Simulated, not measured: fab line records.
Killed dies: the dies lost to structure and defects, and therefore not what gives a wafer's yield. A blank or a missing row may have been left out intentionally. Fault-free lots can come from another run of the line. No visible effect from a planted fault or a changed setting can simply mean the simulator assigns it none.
Which tool did it? :: flow n5Finfet :: 12 lots (36 wafers sampled), 1 step of a 1938-step route

WHAT THE GAUGES SHOWED, per wafer
N5_BEOL_M8_INSPECT_58: inspects for defects (darkfield).
lot: L075
measured: day 10 01:47
on: defectInspect-02
rawDefectCount: 140 90 55

lot: L076
measured: day 10 20:46
on: defectInspect-02
rawDefectCount: 162 81 114

lot: L079
measured: day 11 05:01
on: defectInspect-02
rawDefectCount: 150 78 87

lot: L082
measured: day 12 06:28
on: defectInspect-01
rawDefectCount: 27 27 26

lot: L083
measured: day 12 13:13
on: defectInspect-02
rawDefectCount: 71 37 66

lot: L085
measured: day 13 07:20
on: defectInspect-02
rawDefectCount: 42 84 53

lot: L088
measured: day 13 18:42
on: defectInspect-02
rawDefectCount: 78 98 52

lot: L090
measured: day 14 13:05
on: defectInspect-02
rawDefectCount: 81 73 75

lot: L091
measured: day 15 03:01
on: defectInspect-01
rawDefectCount: 75 66 63

lot: L095
measured: day 15 14:55
on: defectInspect-01
rawDefectCount: 58 72 62

lot: L094
measured: day 15 16:19
on: defectInspect-01
rawDefectCount: 43 73 75

lot: L096
measured: day 16 02:07
on: defectInspect-02
rawDefectCount: 64 90 52

TOOL THAT RAN EACH LOT (tool first, then ch and the chambers of the sampled wafers, then the start)
The record holds no process step before these readings.

THE ANSWER, worked out from the rows above alone
Rule: the lots themselves supply what counts as usual. The widest of any qualifying gaps counts: lots, ordered by their means at a reading, are off when they make up no more than a third of the lots, leave a main group of 4 or more, and stand apart from it by 3 or more times the standard deviation of that group's means. A main group whose means are all the same, to the digits that the tables above print for the reading, isn't used. Also off: a lot with no number at a reading for which 4 or more lots have one. All remaining lots with rows at the step are treated as sound.
Nothing can be told from this: no lot is off at any reading shown.

WHAT THE SIMULATOR HAD PUT IN
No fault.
